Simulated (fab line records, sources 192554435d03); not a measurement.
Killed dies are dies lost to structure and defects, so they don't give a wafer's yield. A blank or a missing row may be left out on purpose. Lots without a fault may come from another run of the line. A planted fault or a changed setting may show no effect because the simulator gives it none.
fab line records | flow n5_finfet
record lots=9 wafers=27 last_day=18
route steps=1938 shown BEOL_M7@1286 PASSIVATION@1936
lots that met no fault: from a run of the same line without faults
start_h: hours from the record's first day to the start of the lot's first wafer shown | wait_h: hours since the lot's step before | " the same as in the row above | L1.1+2: a row that stands for several wafers | - no value, or no start given | * or withheld: withheld | < > ~ a bound
route shown NAME@n: a module of which the file shows steps, and the number in the route of the first | usual: mean/standard deviation of fault-free wafers | same: alike in all rows | chamber/n: place in a boat | sites: the reading at each site | _std_site: their standard deviation | _edge_site: outer sites' mean less inner sites' | radius_mm: how far each site lies from the wafer's centre | mask NAME#n: copy n | behind: the tool/chamber that last shaped the wafer | hold: why the lot was held/for how many hours/how that ended | device: the transistor (n, p or np) that didn't switch | end of line: the same wafers' tests at the end of the route | a step without rows: its recipe alone | killed: dies lost to structure and defects at the first sort, not the wafer's yield | map: a wafer's dies, x killed, . not, _ none there
set.NAME: the setting as run; set.NAME@STEP: as run at that earlier step | model.NAME: the simulator's own value behind a step, which no gauge read
steps of the route over a sample of lots; a table a step, a row a wafer
services: from which hour (start_h, from the record's first day; less than 0 if before it) a tool's chamber was out of use, for how many hours, and why
## steps
# step N5_BEOL_M7_CD_MEAS_18
# recipe pitch_nm=80 target_cd_nm=40
# usual cd_nm=40.0/0.48
# columns lot.wafer tool chamber start_h wait_h cd_nm
L714.2 cd_sem-03 - 206.15 0.1 40.8
L714.4 " - " " 40.9
L714.6 " - " " 39.8
L718.2 cd_sem-01 - 233.00 0.1 40.4
L718.3 " - " " 39.3
L718.4 " - " " 40.1
L721.2 cd_sem-01 - 241.80 0.1 39.9
L721.4 " - " " 39.6
L721.5 " - " " 40.2
L729.2 cd_sem-01 - 301.23 0.1 39.8
L729.3 " - " " 39.8
L729.5 " - " " 40.6
L731.1 cd_sem-03 - 301.41 0.0 39.5
L731.2 " - " " 39.2
L731.5 " - " " 39.5
L730.2 cd_sem-03 - 306.62 0.1 40.1
L730.4 " - " " 40.5
L730.6 " - " " 40.4
L732.2 cd_sem-03 - 306.74 0.1 40.2
L732.3 " - " " 40.3
L732.4 " - " " 40.2
L735.2 cd_sem-03 - 326.35 0.1 39.9
L735.3 " - " " 39.2
L735.5 " - " " 39.5
L733.1 cd_sem-02 - 330.03 0.0 40.0
L733.3 " - " " 40.4
L733.5 " - " " 40.1
# step N5_BEOL_M7_OVL_MEAS_29
# recipe points_per_wafer=522
# usual V6_OVL=-0.1/0.74
# columns lot.wafer tool chamber start_h wait_h V6_OVL[nm]
L714.2 overlay-02 0 207.50 0.0 0.3
L714.4 " 0 " " -0.7
L714.6 " 0 " " 0.0
L718.2 overlay-01 0 234.35 0.0 0.6
L718.3 " 0 " " 1.1
L718.4 " 0 " " 1.0
L721.2 overlay-01 0 243.76 0.0 -1.1
L721.4 " 0 " " -0.4
L721.5 " 0 " " 0.4
L731.1 overlay-02 0 302.44 0.0 -0.8
L731.2 " 0 " " -0.8
L731.5 " 0 " " -0.9
L729.2 overlay-01 0 302.62 0.0 -1.1
L729.3 " 0 " " -1.2
L729.5 " 0 " " -1.1
L730.2 overlay-01 0 307.02 0.0 0.4
L730.4 " 0 " " 0.4
L730.6 " 0 " " 0.4
L732.2 overlay-01 0 308.35 0.0 -0.2
L732.3 " 0 " " -0.2
L732.4 " 0 " " -1.1
L735.2 overlay-02 0 330.82 0.0 0.5
L735.3 " 0 " " -0.7
L735.5 " 0 " " -0.4
L733.1 overlay-01 0 331.09 0.0 0.5
L733.3 " 0 " " 0.6
L733.5 " 0 " " 0.5
# step N5_BEOL_M7_TRENCH_ETCH_37
# recipe chemistry=C4F6/O2 target_depth_a=934.78 target=SiCOH_lowk time_s=31.2 ion_energy_ev=250 pressure_mtorr=30 source_w=345 bias_w=185 Ar_flow_sccm=300 C4F6_flow_sccm=10 O2_flow_sccm=10
# usual bias_w=185.1/0.55 drypump_motor_current_A=5.5/0.52 oes_f_703_au=0.77/0.066 oes_product_au=0.76/0.068 rf_fwd_power_W=340.2/2 rf_vpp_V=664/6.1 showerhead_plenum_p_Torr=2.82/0.12 throttle_valve_pct=20.84/0.2
# columns lot.wafer tool chamber start_h wait_h bias_w drypump_motor_current_A oes_f_703_au oes_product_au rf_fwd_power_W rf_hours_counter_h rf_vpp_V showerhead_plenum_p_Torr throttle_valve_pct
L714.2 rie_diel-02 3 207.86 - 185.5 5.9 0.78 0.77 340.8 148 669 2.85 20.85
L714.4 " 2 " " 185.7 5.1 0.74 0.74 341.0 167 660 2.73 20.87
L714.6 " 3 " " 185.8 5.8 0.78 0.77 340.9 - 669 2.85 20.87
L718.2 rie_diel-02 3 234.71 - 185.5 5.9 0.77 0.75 341.7 157 670 2.85 20.87
L718.3 " 2 " " 184.8 5.1 0.73 0.74 339.6 176 662 2.72 20.86
L718.4 " 0 " " 185.6 5.3 0.85 0.85 341.4 63 669 3.00 20.60
L721.2 rie_diel-02 2 244.23 - 184.5 5.0 0.72 0.73 339.7 179 661 2.72 20.87
L721.4 " 1 " " 184.5 6.3 0.77 0.75 341.0 168 658 2.72 20.73
L721.5 " 0 " " 185.2 5.2 0.84 0.84 342.1 - 670 3.00 20.62
L731.1 rie_diel-02 2 302.81 - 162.8 5.1 0.71 0.71 340.9 197 599 2.71 20.88
L731.2 " 3 " " 163.7 5.9 0.75 0.72 342.6 175 606 2.84 20.89
L731.5 " 3 " " 163.4 5.9 0.75 0.72 342.4 - 607 2.84 20.89
L729.2 rie_diel-02 3 303.21 - 163.4 5.9 0.75 0.71 341.7 175 607 2.84 20.90
L729.3 " 2 " " 164.5 5.0 0.70 0.69 339.3 197 598 2.71 20.87
L729.5 " 1 " " 163.7 6.3 0.75 0.73 343.5 - 598 2.71 20.75
L730.2 rie_diel-02 0 307.38 - 163.6 5.3 0.82 0.81 343.8 85 607 2.99 20.62
L730.4 " 1 " " 163.6 6.3 0.75 0.72 341.5 187 596 2.71 20.74
L730.6 " 2 " " 163.9 5.1 0.71 0.69 340.8 - 600 2.71 20.89
L732.2 rie_diel-06 1 308.85 - 184.8 4.9 0.76 0.74 337.5 187 652 2.72 20.99
L732.3 " 2 " " 184.7 5.0 0.72 0.70 337.4 197 649 2.73 21.00
L732.4 " 0 " " 186.4 5.5 0.68 0.70 340.7 198 679 2.83 21.33
L735.2 rie_diel-01 3 331.19 - 185.3 5.8 0.93 0.93 341.7 19 667 2.80 20.68
L735.3 " 0 " " 184.7 5.4 0.76 0.73 335.3 160 658 2.63 20.81
L735.5 " 0 " " 184.6 5.4 0.76 0.74 336.7 - 658 2.63 20.80
L733.1 rie_diel-06 2 331.72 - 185.4 5.0 0.71 0.71 341.1 204 648 2.72 21.01
L733.3 " 3 " " 185.6 5.6 0.92 0.93 340.8 17 672 3.02 20.53
L733.5 " 2 " " 185.5 5.0 0.71 0.70 339.4 - 650 2.72 21.02
# step N5_BEOL_M7_ETCH_41
# recipe chemistry=CH3F/O2 target=SiCN target_depth_a=319 taper_deg=2 time_s=57.8 ion_energy_ev=120 mask_material=TiN pressure_mtorr=30 source_w=395 bias_w=75 Ar_flow_sccm=150 CH3F_flow_sccm=30 O2_flow_sccm=20
# usual bias_w=75.00/0.25 drypump_motor_current_A=5.5/0.52 oes_product_au=0.76/0.068 rf_fwd_power_W=391.4/2 rf_vpp_V=296.7/1.9 showerhead_plenum_p_Torr=1.98/0.085 throttle_valve_pct=16.25/0.2
# columns lot.wafer tool chamber start_h wait_h bias_w drypump_motor_current_A oes_product_au rf_fwd_power_W rf_hours_counter_h rf_vpp_V showerhead_plenum_p_Torr throttle_valve_pct
L714.2 rie_diel-02 3 - - 75.00 5.8 0.77 392.0 148 296.6 2.00 16.28
L714.4 " 2 " " 74.88 5.1 0.74 390.6 167 295.1 1.91 16.25
L714.6 " 3 " " 74.59 5.9 0.77 389.9 - 296.8 2.00 16.28
L718.2 rie_diel-02 3 - - 75.37 5.9 0.75 392.4 157 296.0 2.00 16.29
L718.3 " 2 " " 74.69 5.1 0.73 392.8 176 295.2 1.91 16.29
L718.4 " 0 " " 75.12 5.2 0.84 392.3 63 298.3 2.11 15.99
L721.2 rie_diel-02 2 - - 74.79 5.1 0.74 391.5 179 295.2 1.91 16.29
L721.4 " 1 " " 74.90 6.3 0.76 391.5 168 297.6 1.91 16.17
L721.5 " 0 " " 75.26 5.2 0.84 393.7 - 299.7 2.11 15.99
L731.1 rie_diel-02 2 - - 75.01 5.1 0.71 391.8 197 294.7 1.90 16.30
L731.2 " 3 " " 74.49 5.9 0.74 391.6 175 297.2 1.99 16.34
L731.5 " 3 " " 74.58 5.9 0.73 393.2 - 298.0 1.99 16.32
L729.2 rie_diel-02 3 - - 75.15 5.9 0.73 392.8 175 297.9 1.99 16.32
L729.3 " 2 " " 74.72 5.1 0.71 392.3 197 296.3 1.90 16.32
L729.5 " 1 " " 75.02 6.3 0.75 393.1 - 295.2 1.90 16.19
L730.2 rie_diel-02 0 - - 75.61 5.2 0.82 394.4 85 298.2 2.11 16.02
L730.4 " 1 " " 74.71 6.3 0.75 391.9 187 294.8 1.90 16.19
L730.6 " 2 " " 75.04 5.1 0.72 394.3 - 295.9 1.90 16.32
L732.2 rie_diel-06 1 - - 74.90 4.9 0.73 390.4 187 294.8 1.91 16.41
L732.3 " 2 " " 75.34 5.0 0.71 390.3 197 295.7 1.91 16.41
L732.4 " 0 " " 74.90 5.5 0.69 391.4 198 298.4 1.99 16.71
L735.2 rie_diel-01 3 - - 74.62 5.7 0.94 391.7 19 296.4 1.97 16.01
L735.3 " 0 " " 75.08 5.4 0.74 389.2 160 294.6 1.84 16.22
L735.5 " 0 " " 75.23 5.4 0.73 388.8 - 294.2 1.84 16.21
L733.1 rie_diel-06 2 - - 75.39 5.0 0.70 391.9 204 296.0 1.91 16.42
L733.3 " 3 " " 74.92 5.6 0.93 390.0 17 299.4 2.13 15.92
L733.5 " 2 " " 75.15 5.0 0.71 392.2 - 294.8 1.91 16.41
# step N5_BEOL_M7_OCD_MEAS_38
# usual trench_depth_nm=93.1/0.88
# columns lot.wafer tool chamber start_h wait_h trench_depth_nm
L714.2 ocd-02 - 208.01 - 93.6
L714.4 " - " " 92.8
L714.6 " - " " 94.0
L718.2 ocd-01 - 234.87 - 93.1
L718.3 " - " " 93.1
L718.4 " - " " 93.1
L721.2 ocd-01 - 244.39 - 92.0
L721.4 " - " " 92.4
L721.5 " - " " 92.6
L731.1 ocd-02 - 302.96 - 88.9
L731.2 " - " " 89.1
L731.5 " - " " 89.1
L729.2 ocd-01 - 303.37 - 87.9
L729.3 " - " " 87.7
L729.5 " - " " 88.8
L730.2 ocd-02 - 307.54 - 89.8
L730.4 " - " " 89.4
L730.6 " - " " 88.0
L732.2 ocd-02 - 309.01 - 93.0
L732.3 " - " " 92.4
L732.4 " - " " 91.8
L735.2 ocd-01 - 331.35 - 95.0
L735.3 " - " " 92.9
L735.5 " - " " 93.2
L733.1 ocd-02 - 331.87 - 92.6
L733.3 " - " " 94.4
L733.5 " - " " 93.4
# step N5_BEOL_M7_THK_MEAS_53
# recipe thk_meas_gauge=xrf reads=Cu_of_BEOL_M7_ECD_50
# usual M7_THK=79.8/1.4
# columns lot.wafer tool chamber start_h wait_h M7_THK[nm]
L714.2 film_metro-01 - 210.51 - 80.4
L714.4 " - " " 78.6
L714.6 " - " " 80.9
L718.2 film_metro-01 - 238.29 - 79.5
L718.3 " - " " 78.9
L718.4 " - " " 79.6
L721.2 film_metro-02 - 247.88 - 77.3
L721.4 " - " " 77.3
L721.5 " - " " 80.2
L731.1 film_metro-01 - 305.45 - 74.7
L731.2 " - " " 74.8
L731.5 " - " " 75.1
L729.2 film_metro-02 - 305.71 - 74.8
L729.3 " - " " 74.7
L729.5 " - " " 76.2
L730.2 film_metro-01 - 310.78 - 77.0
L730.4 " - " " 75.9
L730.6 " - " " 75.2
L732.2 film_metro-01 - 311.90 - 79.0
L732.3 " - " " 78.1
L732.4 " - " " 77.7
L735.2 film_metro-02 - 334.42 - 83.5
L735.3 " - " " 80.9
L735.5 " - " " 80.0
L733.1 film_metro-02 - 335.00 - 80.2
L733.3 " - " " 82.8
L733.5 " - " " 81.1
# step N5_BEOL_M7_RS_MEAS_57
# recipe thk_meas_gauge=four-point-probe reads=Cu_of_BEOL_M7_ECD_50+Co_of_BEOL_M7_CVD_78+TaN_of_BEOL_M7_ALD_77
# usual M7_RS=0.287/0.0054
# columns lot.wafer tool chamber start_h wait_h M7_RS[ohm/sq]
L714.2 film_metro-02 - 210.64 0.1 0.285
L714.4 " - " " 0.294
L714.6 " - " " 0.283
L718.2 film_metro-02 - 238.42 0.1 0.287
L718.3 " - " " 0.290
L718.4 " - " " 0.285
L721.2 film_metro-01 - 248.02 0.1 0.298
L721.4 " - " " 0.298
L721.5 " - " " 0.286
L731.1 film_metro-01 - 305.58 0.1 0.310
L731.2 " - " " 0.309
L731.5 " - " " 0.306
L729.2 film_metro-02 - 305.84 0.1 0.311
L729.3 " - " " 0.312
L729.5 " - " " 0.303
L730.2 film_metro-02 - 310.91 0.1 0.295
L730.4 " - " " 0.300
L730.6 " - " " 0.304
L732.2 film_metro-02 - 312.03 0.1 0.286
L732.3 " - " " 0.290
L732.4 " - " " 0.294
L735.2 film_metro-02 - 334.55 0.1 0.275
L735.3 " - " " 0.287
L735.5 " - " " 0.288
L733.1 film_metro-01 - 335.13 0.1 0.288
L733.3 " - " " 0.276
L733.5 " - " " 0.284
# step N5_PASSIVATION_PROBE_49
# usual defect_limited_yield=91.2/1.4 killed_at_M0_to_M3=35/11 killed_at_M4_up=12/4.2 killed_at_contacts=13/5.6 killed_at_front_end=40/12 killed_at_other=3.3/2.6 killed_dies=103/17 killed_open=68/12 killed_short=34/7.6 sort_bin_5_function=5.1/0.95 sort_bin_6_memory=3.3/0.68 sort_bin_8_speed=0.00/0.007 sort_n_pass=1077/17 sort_yield_pct=91.2/1.4
# same gross_dies=1180 killed_at_back_side=0 sort_bin_4_leakage[%]=0
# columns lot.wafer tool chamber start_h wait_h defect_limited_yield[%] killed_at_M0_to_M3 killed_at_M4_up killed_at_contacts killed_at_front_end killed_at_other killed_dies killed_open killed_short sort_bin_5_function[%] sort_bin_6_memory[%] sort_bin_8_speed[%] sort_n_pass sort_yield_pct[%]
L714.2 prober-02 - 291.14 0.1 92.7 18 19 4 38 7 86 53 27 3.4 3.3 0 1094 92.7
L714.4 prober-02 - 291.24 0.2 91.4 30 12 15 38 6 101 73 28 5.6 2.8 0 1079 91.4
L714.6 prober-02 - 291.34 0.3 91.4 29 10 10 46 6 101 55 46 4.8 3.1 0 1079 91.4
L718.2 prober-01 - 309.96 0.1 91.7 25 10 16 44 3 98 65 29 5.1 2.9 0 1082 91.7
L718.3 prober-01 - 310.01 0.1 89.9 26 15 8 69 1 119 67 52 5.8 4.2 0 1061 89.9
L718.4 prober-01 - 310.06 0.2 92.3 37 10 10 32 2 91 55 33 3.9 3.1 0 1089 92.3
L731.1 prober-02 - 376.71 0.0 90.8 46 12 4 46 1 109 75 34 5.9 3.2 0 1071 90.8
L731.2 prober-02 - 376.76 0.1 91.4 44 11 13 29 4 101 67 30 4.9 3.1 0 1079 91.4
L731.5 prober-02 - 376.91 0.2 91.7 29 14 6 45 4 98 73 25 5.2 2.9 0 1082 91.7
L730.2 prober-01 - 379.30 0.1 91.6 24 13 9 53 0 99 74 24 5.3 2.7 0 1081 91.6
L730.4 prober-01 - 379.40 0.2 94.3 11 13 13 28 2 67 52 15 3.4 2.2 0 1113 94.3
L730.6 prober-01 - 379.50 0.3 91.9 25 16 13 33 8 95 67 28 4.7 3.3 0 1085 91.9
L732.2 prober-02 - 383.03 0.1 90.3 55 7 14 35 4 115 67 47 6.5 3.1 0 1065 90.3
L732.3 prober-02 - 383.08 0.1 88.6 46 12 21 46 9 134 96 37 7.2 3.6 0 1046 88.6
L732.4 prober-02 - 383.13 0.2 89.5 59 15 21 26 3 124 82 40 6.9 3.3 0 1056 89.5
L733.1 prober-02 - 414.42 0.0 91.4 26 20 8 45 2 101 70 24 4.8 3.2 0 1079 91.4
L733.3 prober-02 - 414.52 0.1 91.4 16 14 16 53 2 101 56 43 5.2 2.9 0 1079 91.4
L733.5 prober-02 - 414.62 0.2 92.9 18 17 13 36 0 84 55 26 4.2 2.6 0 1096 92.9
# killed by level:class
L714.2 BEOL_M4:geometric_particle:open=12 FIN_SAQP:geometric_particle:open=8 BEOL_M1:geometric_particle:open=6 HKMG_FIN:area_etch=6 STI_FIN_REVEAL:geometric_particle:open=4 GATE_CUT:geometric_particle:short=4 MOL_CONTACT_COAG:geometric_particle:open=4 BEOL_M1:geometric_particle:short=4
L714.4 BEOL_M2:geometric_particle:open=13 MOL_CONTACT_COAG:geometric_particle:open=11 FIN_SAQP:geometric_particle:open=8 BEOL_M4:geometric_particle:open=8 BEOL_M3:geometric_particle:open=7 FIN_SAQP:geometric_particle:short=6 BEOL_M1:geometric_particle:open=5 GATE_CUT:geometric_particle:short=4
L714.6 FIN_SAQP:geometric_particle:short=13 BEOL_M2:geometric_particle:open=10 GATE_CUT:geometric_particle:short=9 MOL_CONTACT_COAG:geometric_particle:open=7 GATE_CUT:geometric_particle:open=6 BEOL_M1:geometric_particle:short=6 BEOL_M0:geometric_particle:short=5 BEOL_M4:geometric_particle:open=5
L718.2 MOL_CONTACT_COAG:geometric_particle:open=13 FIN_SAQP:geometric_particle:open=10 BEOL_M3:geometric_particle:open=10 FIN_SAQP:geometric_particle:short=6 STI_FIN_REVEAL:geometric_particle:open=6 BEOL_M2:geometric_particle:open=5 GATE_CUT:geometric_particle:short=4 BEOL_M0_SAQP:geometric_particle:open=4
L718.3 FIN_SAQP:geometric_particle:short=20 FIN_SAQP:geometric_particle:open=16 BEOL_M0_SAQP:geometric_particle:open=10 STARTING-WAFER:geometric_particle:short=8 BEOL_M0_SAQP:geometric_particle:short=7 STARTING-WAFER:geometric_particle:open=7 MOL_CONTACT_COAG:geometric_particle:open=6 BEOL_M4:geometric_particle:open=5
L718.4 MOL_CONTACT_COAG:geometric_particle:open=10 BEOL_M0_SAQP:geometric_particle:short=9 BEOL_M4:geometric_particle:open=9 FIN_SAQP:geometric_particle:short=7 BEOL_M2:geometric_particle:open=6 BEOL_M3:geometric_particle:open=6 DUMMY_GATE:geometric_particle:open=5 BEOL_M1:geometric_particle:open=5
L731.1 FIN_SAQP:geometric_particle:open=18 BEOL_M1:geometric_particle:open=13 BEOL_M0_SAQP:geometric_particle:short=12 BEOL_M0_SAQP:geometric_particle:open=9 FIN_SAQP:geometric_particle:short=6 BEOL_M2:geometric_particle:open=6 BEOL_M4:geometric_particle:open=5 MOL_CONTACT_COAG:geometric_particle:open=4
L731.2 FIN_SAQP:geometric_particle:open=10 BEOL_M3:geometric_particle:open=10 BEOL_M1:geometric_particle:open=10 MOL_CONTACT_COAG:geometric_particle:open=9 BEOL_M0_SAQP:geometric_particle:short=8 BEOL_M0_SAQP:geometric_particle:open=7 STI_FIN_REVEAL:geometric_particle:open=5 MOL_CONTACT_COAG:geometric_particle:short=4
L731.5 FIN_SAQP:geometric_particle:open=13 STI_FIN_REVEAL:geometric_particle:open=12 BEOL_M1:geometric_particle:open=7 BEOL_M4:geometric_particle:open=7 DUMMY_GATE:geometric_particle:open=6 MOL_CONTACT_COAG:geometric_particle:open=5 BEOL_M0_SAQP:geometric_particle:open=5 BEOL_M2:geometric_particle:open=5
L730.2 STI_FIN_REVEAL:geometric_particle:open=28 MOL_CONTACT_COAG:geometric_particle:open=8 BEOL_M0_SAQP:geometric_particle:open=6 BEOL_M2:geometric_particle:open=6 BEOL_M4:geometric_particle:short=6 FIN_SAQP:geometric_particle:open=5 STI_FIN_REVEAL:geometric_particle:short=5 FIN_SAQP:geometric_particle:short=4
L730.4 MOL_CONTACT_COAG:geometric_particle:open=12 DUMMY_GATE:geometric_particle:open=8 FIN_SAQP:geometric_particle:open=7 STI_FIN_REVEAL:geometric_particle:open=6 BEOL_M11:geometric_particle:open=4 BEOL_M0_SAQP:geometric_particle:short=3 BEOL_M0:geometric_particle:open=3 BEOL_M4:geometric_particle:open=3
L730.6 STI_FIN_REVEAL:geometric_particle:open=11 MOL_CONTACT_COAG:geometric_particle:open=10 FIN_SAQP:geometric_particle:open=8 BEOL_M2:geometric_particle:open=6 BEOL_M7:geometric_particle:open=5 BEOL_M0_SAQP:geometric_particle:open=4 BEOL_M3:geometric_particle:open=4 FIN_SAQP:geometric_particle:short=3
L732.2 BEOL_M0_SAQP:geometric_particle:open=20 BEOL_M0_SAQP:geometric_particle:short=11 STI_FIN_REVEAL:geometric_particle:open=9 GATE_CUT:geometric_particle:short=9 MOL_CONTACT_COAG:geometric_particle:open=9 BEOL_M3:geometric_particle:open=7 MOL_CONTACT_COAG:geometric_particle:short=5 BEOL_M0:geometric_particle:short=5
L732.3 MOL_CONTACT_COAG:geometric_particle:open=15 STI_FIN_REVEAL:geometric_particle:open=13 BEOL_M2:geometric_particle:open=12 BEOL_M0_SAQP:geometric_particle:open=9 BEOL_M3:geometric_particle:open=9 BEOL_M4:geometric_particle:open=7 MOL_CONTACT_COAG:geometric_particle:short=6 STARTING-WAFER:geometric_particle:short=5
L732.4 MOL_CONTACT_COAG:geometric_particle:open=17 BEOL_M3:geometric_particle:open=13 BEOL_M0_SAQP:geometric_particle:short=11 STI_FIN_REVEAL:geometric_particle:open=9 BEOL_M1:geometric_particle:open=7 BEOL_M0_SAQP:geometric_particle:open=6 BEOL_M0:geometric_particle:open=6 BEOL_M2:geometric_particle:open=6
L733.1 FIN_SAQP:geometric_particle:short=9 BEOL_M4:geometric_particle:open=9 STI_FIN_REVEAL:geometric_particle:open=8 BEOL_M2:geometric_particle:open=8 FIN_SAQP:geometric_particle:open=7 BEOL_M3:geometric_particle:open=7 MOL_CONTACT_COAG:geometric_particle:open=6 BEOL_M1:geometric_particle:open=5
L733.3 FIN_SAQP:geometric_particle:short=18 MOL_CONTACT_COAG:geometric_particle:open=12 FIN_SAQP:geometric_particle:open=9 STI_FIN_REVEAL:geometric_particle:open=8 BEOL_M4:geometric_particle:open=8 GATE_CUT:geometric_particle:short=7 MOL_CONTACT_COAG:geometric_particle:short=4 BEOL_M1:geometric_particle:open=4
L733.5 MOL_CONTACT_COAG:geometric_particle:open=12 FIN_SAQP:geometric_particle:short=9 BEOL_M4:geometric_particle:open=6 BEOL_M1:geometric_particle:open=5 BEOL_M2:geometric_particle:open=5 FIN_SAQP:geometric_particle:open=4 GATE_CUT:geometric_particle:open=4 GATE_CUT:geometric_particle:short=4
## services
# columns tool chamber start_h hours kind
rie_diel-01 2 235.65 2.4 repair
rie_diel-01 3 236.99 5.4 repair
rie_diel-01 3 242.70 - clean
rie_diel-01 3 242.70 - consumable_replace:esc
rie_diel-01 3 242.70 - consumable_replace:focus_ring
rie_diel-01 3 242.70 18.6 scheduled_down
rie_diel-01 3 242.70 18.6 vent_cycle
rie_diel-06 3 247.21 - clean
rie_diel-06 3 247.21 - consumable_replace:focus_ring
rie_diel-06 3 247.21 - consumable_replace:showerhead
rie_diel-06 3 247.21 23.3 scheduled_down
rie_diel-06 3 247.21 23.3 vent_cycle
rie_diel-01 0 277.94 1.8 repair
rie_diel-01 3 279.67 7.2 repair
rie_diel-02 3 292.71 8.2 repair
rie_diel-02 2 316.58 4.0 repair
## key
first_sign step=N5_BEOL_M7_TRENCH_ETCH_37 reading=bias_w direction=down sigmas=39 usual=* struck=*
effect step=N5_BEOL_M7_TRENCH_ETCH_37 reading=rf_vpp_V direction=down sigmas=10 usual=664 struck=602
effect step=N5_BEOL_M7_OCD_MEAS_38 reading=trench_depth_nm direction=down sigmas=5 usual=93.1 struck=88.7
effect step=N5_BEOL_M7_THK_MEAS_53 reading=M7_THK direction=down sigmas=3.3 usual=79.8 struck=75.4
effect step=N5_BEOL_M7_RS_MEAS_57 reading=M7_RS direction=up sigmas=3.5 usual=0.287 struck=0.305
met_at N5_BEOL_M7_TRENCH_ETCH_37
struck_lots L729,L730,L731
not_acting_at N5_BEOL_M7_CD_MEAS_18,N5_BEOL_M7_OVL_MEAS_29,N5_BEOL_M7_ETCH_41
onset_between 244.23 302.81
fault kind=process_parameter_drift tool=rie_diel-02 chamber=- onset_h=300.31 steps=N5_BEOL_M7_TRENCH_ETCH_37 channel=bias_w offset=* shape=step end_h=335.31 acts_in=* stated=*
